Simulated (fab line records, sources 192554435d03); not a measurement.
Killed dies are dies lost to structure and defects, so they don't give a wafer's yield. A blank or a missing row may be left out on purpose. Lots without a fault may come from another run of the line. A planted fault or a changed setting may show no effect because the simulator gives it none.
Split-lot experiment | flow n5_finfet | 7 lots, 39 wafers read, on a route of 1938 steps

THE SPLIT
At N5_BEOL_M6_TRENCH_ETCH_37 (etches SiCOH lowk in C4F6/O2, target depth 94.435 nm, time 31.5 s), the setting time_s was moved away from the recipe's 31.5 s on 15 of the 39 wafers read, by -56.2% to +45.4%. The other wafers ran this setting at the recipe's value.

FROM THE SPLIT TO THE READING: what the file shows between them, 8 steps
- N5_BEOL_M6_ETCH_41: etches SiCN in CH3F/O2, target depth 29.7 nm, time 52 s
- N5_BEOL_M6_STRIP_80: strips in N2/H2, time 10 s
- N5_BEOL_M6_OCD_MEAS_38
- N5_BEOL_M6_HM_STRIP_39: strips TiN in peroxide tin strip, target depth 25 nm, time 158 s
- N5_BEOL_M6_SRD_40: time 30 s
- N5_BEOL_M6_ECD_50: material Cu, target thk 300 nm
- N5_BEOL_M6_ANNEAL_51: time 90 s
- N5_BEOL_M6_CMP_52: polishes, stops on SiCOH lowk, t overpolish 6.9 s, target thk 80 nm

THE READING
M6_THK, in nm, at N5_BEOL_M6_THK_MEAS_53 (measures by xrf). Fault-free wafers of this fab line usually give 79.4 nm, standard deviation 2 nm.

wafer  | tool, chamber at the split | time_s as run, s | against the recipe | M6_THK, nm | against lot-mates on the recipe
L085.1 | rie_diel-04, 3             | 26.53            | -15.8%             | 65.5       | -13.6
L085.2 | rie_diel-04, 1             | 26.53            | -15.8%             | 65.0       | -14.1
L085.3 | rie_diel-04, 2             | 31.5             | recipe             | 79.1       | -
L085.4 | rie_diel-04, 0             | 31.5             | recipe             | 79.5       | -
L085.5 | rie_diel-04, 2             | 26.53            | -15.8%             | 63.4       | -15.7
L085.6 | rie_diel-04, 3             | 31.5             | recipe             | 78.8       | -
L086.1 | rie_diel-03, 0             | 31.5             | recipe             | 78.8       | -
L086.2 | rie_diel-03, 3             | 31.5             | recipe             | 77.6       | -
L086.5 | rie_diel-03, 3             | 31.5             | recipe             | 76.9       | -
L088.1 | rie_diel-02, 0             | 31.5             | recipe             | 78.0       | -
L088.2 | rie_diel-02, 3             | 31.5             | recipe             | 79.4       | -
L088.3 | rie_diel-02, 2             | 13.81            | -56.2%             | 25.9       | -52.4
L088.4 | rie_diel-02, 3             | 13.81            | -56.2%             | 26.0       | -52.3
L088.5 | rie_diel-02, 0             | 13.81            | -56.2%             | 27.0       | -51.3
L088.6 | rie_diel-02, 2             | 31.5             | recipe             | 77.4       | -
L090.1 | rie_diel-02, 3             | 43.41            | +37.8%             | 111.6      | +35.1
L090.2 | rie_diel-02, 0             | 31.5             | recipe             | 76.4       | -
L090.3 | rie_diel-02, 2             | 43.41            | +37.8%             | 107.7      | +31.2
L090.4 | rie_diel-02, 2             | 31.5             | recipe             | 76.5       | -
L090.5 | rie_diel-02, 0             | 31.5             | recipe             | 76.6       | -
L090.6 | rie_diel-02, 3             | 43.41            | +37.8%             | 110.5      | +34.0
L092.1 | rie_diel-02, 0             | 31.5             | recipe             | 80.7       | -
L092.2 | rie_diel-02, 3             | 44.32            | +40.7%             | 117.9      | +37.1
L092.3 | rie_diel-02, 2             | 44.32            | +40.7%             | 112.9      | +32.1
L092.4 | rie_diel-02, 0             | 31.5             | recipe             | 80.4       | -
L092.5 | rie_diel-02, 3             | 31.5             | recipe             | 81.4       | -
L092.6 | rie_diel-02, 2             | 44.32            | +40.7%             | 113.2      | +32.4
L093.1 | rie_diel-04, 0             | 31.5             | recipe             | 79.7       | -
L093.2 | rie_diel-04, 1             | 45.81            | +45.4%             | 122.3      | +41.2
L093.3 | rie_diel-04, 2             | 31.5             | recipe             | 83.9       | -
L093.4 | rie_diel-04, 3             | 45.81            | +45.4%             | 123.4      | +42.3
L093.5 | rie_diel-04, 0             | 31.5             | recipe             | 79.6       | -
L093.6 | rie_diel-04, 3             | 45.81            | +45.4%             | 123.7      | +42.6
L096.1 | rie_diel-03, 2             | 31.5             | recipe             | 79.6       | -
L096.2 | rie_diel-03, 1             | 31.5             | recipe             | 81.6       | -
L096.3 | rie_diel-03, 0             | 31.5             | recipe             | 77.9       | -
L096.4 | rie_diel-03, 3             | 31.5             | recipe             | 79.1       | -
L096.5 | rie_diel-03, 2             | 31.5             | recipe             | 79.7       | -
L096.6 | rie_diel-03, 3             | 31.5             | recipe             | 78.2       | -

THE FIT
A straight line over all 39 wafers: M6_THK changes by +0.915 nm for each +1% of time_s; r = +1.00; the points scatter about the line by 2.2 nm.
The same after taking each lot's own level away (the mean of its wafers on the recipe; 39 wafers): +0.902 nm for each +1%; r = +1.00; scatter 1.5 nm.
On that fit, the largest move of time_s shifts the reading by 51 nm.
The lots' own levels span 76.50 to 81.07 nm, that is 2.3 times the standard deviation above.
So the lot-to-lot level changes the slope little: the two slopes agree.
Check: with one of the wafers moved furthest among these (-56.2%) left out of the fit, the line predicts -50.7 nm for it against its lot-mates. It came out at -52.4 nm against them.

THE WHOLE CHAIN: every reading that the file lists as answering this split, in the file's order
step                      | what it does                                                        | reading                                                                          | change (the file's fit)                                                              | r (the file's)
N5_BEOL_M6_TRENCH_ETCH_37 | etches SiCOH lowk in C4F6/O2, target depth 94.435 nm, time 31.5 s   | BEOL_M6.feature_depth_nm (the simulator's own value, which no gauge read)        | +0.926 nm for each +1% of the setting                                                | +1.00
N5_BEOL_M6_TRENCH_ETCH_37 | etches SiCOH lowk in C4F6/O2, target depth 94.435 nm, time 31.5 s   | etch.depth_nm (the simulator's own value, which no gauge read)                   | +0.926 nm for each +1% of the setting                                                | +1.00
N5_BEOL_M6_TRENCH_ETCH_37 | etches SiCOH lowk in C4F6/O2, target depth 94.435 nm, time 31.5 s   | TiN_of_BEOL_M6_HM_DEP_02.thk_nm (the simulator's own value, which no gauge read) | -0.0233 nm for each +1% of the setting                                               | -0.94
N5_BEOL_M6_OCD_MEAS_38    |                                                                     | trench_depth_nm                                                                  | +0.926 nm for each +1% of the setting                                                | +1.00
N5_BEOL_M6_CMP_52         | polishes, stops on SiCOH lowk, t overpolish 6.9 s, target thk 80 nm | Cu_of_BEOL_M6_ECD_50.thk_nm (the simulator's own value, which no gauge read)     | +0.912 nm for each +1% of the setting                                                | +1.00
N5_BEOL_M6_THK_MEAS_53    | measures by xrf                                                     | M6_THK                                                                           | +0.9 for each +1% of the setting                                                     | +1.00
N5_BEOL_M6_RS_MEAS_57     | measures by four-point-probe                                        | M6_RS                                                                            | not straight: 1.171 at the lowest setting, 0.287 at the recipe, 0.171 at the highest | not given

THE FILE'S OWN FIT
M6_THK changes by +0.9 nm for each +1% of time_s, r = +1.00.
